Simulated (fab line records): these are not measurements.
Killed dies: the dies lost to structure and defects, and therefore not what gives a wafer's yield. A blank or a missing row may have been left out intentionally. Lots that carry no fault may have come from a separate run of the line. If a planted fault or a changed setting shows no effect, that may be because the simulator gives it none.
Matching of chambers | flow nandHarc | 3 sister chambers for NHARC_A_STAIRCASE_DEP_151 on pecvd-04
The step deposits SiO2, target thk 3800 nm. 3 wafers are shown with their chamber, then 12 later ones without.

## WAFERS WITH THEIR CHAMBER
wafer  | chamber | heaterPowerW (W)
L083.5 | 1       | 618
L085.4 | 2       | 467
L085.6 | 0       | 560

## WAFERS WITH NO CHAMBER GIVEN
wafer  | heaterPowerW (W)
L089.3 | 719
L089.4 | 455
L089.6 | 579
L088.3 | 677
L088.4 | 604
L088.5 | 582
L094.2 | 609
L094.3 | 755
L094.6 | 592
L097.3 | 736
L097.5 | 465
L097.6 | 605

## CHAMBER TAKEN BY EACH
wafer  | from the rows above          | in truth
L089.3 | can't be placed: 1 or 0      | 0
L089.4 | can't be placed: 2 or 0      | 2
L089.6 | can't be placed: 0 or 1 or 2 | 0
L088.3 | can't be placed: 1 or 0      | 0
L088.4 | can't be placed: 1 or 0 or 2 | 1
L088.5 | can't be placed: 0 or 1 or 2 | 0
L094.2 | can't be placed: 1 or 0      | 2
L094.3 | can't be placed: 1 or 0      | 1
L094.6 | can't be placed: 1 or 0 or 2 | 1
L097.3 | can't be placed: 1 or 0      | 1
L097.5 | can't be placed: 2 or 0      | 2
L097.6 | can't be placed: 1 or 0 or 2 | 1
Placed correctly: 0 of 12. Cannot be placed on the basis of these rows: 12; the candidates contain the true chamber in 11. Number placed wrongly: 0.
How it was worked out, from the rows above alone: a wafer's distance from a chamber is the root of the sum, over the readings, of the square of ((its reading less the chamber's mean) divided by the reading's scatter). The wafer belongs to the nearest chamber; if the next one is less than 2 further off, it can't be placed. A chamber's mean is the mean of its shown wafers. The scatter: root of mean squared gap, hidden wafer to nearest shown wafer, with one shown wafer a chamber.
